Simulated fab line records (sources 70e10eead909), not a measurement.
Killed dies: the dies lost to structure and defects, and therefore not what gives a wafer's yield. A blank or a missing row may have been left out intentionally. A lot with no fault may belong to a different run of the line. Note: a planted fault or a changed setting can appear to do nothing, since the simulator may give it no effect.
Matching of chambers + flow nand_harc + 4 sister chambers for NHARC_P_GATE_DESCUM_13 on rie_diel-08
The step chemistry O2, time 3 s. 14 wafers are shown with their chamber, then 7 later ones without.

## WAFERS, EACH WITH ITS CHAMBER
| wafer  | chamber | drypump_motor_current_A (A) | showerhead_plenum_p_Torr (Torr) | oes_product_au (a.u.) |
|--------|---------|-----------------------------|---------------------------------|-----------------------|
| L743.1 | 2       | 5.30                        | 1.81                            | 0.981                 |
| L743.4 | 3       | 5.97                        | 1.88                            | 0.996                 |
| L743.5 | 2       | 5.33                        | 1.81                            | 0.990                 |
| L749.2 | 1       | 5.93                        | 2.01                            | 1.013                 |
| L749.3 | 2       | 5.36                        | 1.80                            | 1.006                 |
| L749.4 | 0       | 5.57                        | 1.89                            | 1.016                 |
| L755.1 | 0       | 5.59                        | 1.89                            | 1.004                 |
| L755.3 | 2       | 5.32                        | 1.80                            | 0.993                 |
| L755.6 | 0       | 5.58                        | 1.89                            | 1.005                 |
| L760.2 | 3       | 5.99                        | 1.87                            | 1.001                 |
| L760.4 | 1       | 5.92                        | 2.00                            | 0.998                 |
| L760.5 | 3       | 5.99                        | 1.87                            | 1.004                 |
| L762.2 | 1       | 5.92                        | 2.00                            | 1.014                 |
| L762.3 | 3       | 5.96                        | 1.87                            | 1.004                 |

SIGNATURES (means of the wafers above)
| reading                  | chamber 0 | chamber 1 | chamber 2 | chamber 3 | scatter within a chamber |
|--------------------------|-----------|-----------|-----------|-----------|--------------------------|
| drypump_motor_current_A  | 5.5800    | 5.9233    | 5.3275    | 5.9775    | 0.0168                   |
| showerhead_plenum_p_Torr | 1.8900    | 2.0033    | 1.8050    | 1.8725    | 0.00492                  |
| oes_product_au           | 1.00833   | 1.00833   | 0.99250   | 1.00125   | 0.00783                  |
Rule: for a wafer and a chamber, the distance is found by dividing, reading by reading, the gap between the wafer's reading and the chamber's mean by the reading's scatter, squaring, summing and taking the root. If the next closest chamber is less than 2 further off than the closest, the wafer can't be placed; otherwise it belongs to the closest. How the scatter is found: for the shown wafers, subtract from each reading the mean of its chamber, square and add these, divide the total by (wafers less chambers), then take the root.

## WAFERS WHOSE CHAMBER IS MISSING
| wafer  | drypump_motor_current_A (A) | showerhead_plenum_p_Torr (Torr) | oes_product_au (a.u.) |
|--------|-----------------------------|---------------------------------|-----------------------|
| L762.4 | 5.57                        | 1.89                            | 1.003                 |
| L763.1 | 5.30                        | 1.80                            | 0.995                 |
| L763.3 | 5.56                        | 1.89                            | 0.997                 |
| L763.5 | 5.34                        | 1.80                            | 0.995                 |
| L764.2 | 5.97                        | 1.87                            | 1.013                 |
| L764.3 | 5.34                        | 1.80                            | 0.994                 |
| L764.5 | 5.91                        | 2.00                            | 1.010                 |

## WHICH CHAMBER EACH WENT THROUGH
| wafer  | from the rows above | in truth |
|--------|---------------------|----------|
| L762.4 | 0                   | 0        |
| L763.1 | 2                   | 2        |
| L763.3 | 0                   | 0        |
| L763.5 | 2                   | 2        |
| L764.2 | 3                   | 3        |
| L764.3 | 2                   | 2        |
| L764.5 | 1                   | 1        |
Placed correctly: 7 of 7. From these rows, 0 cannot be placed. Wrongly placed: 0.
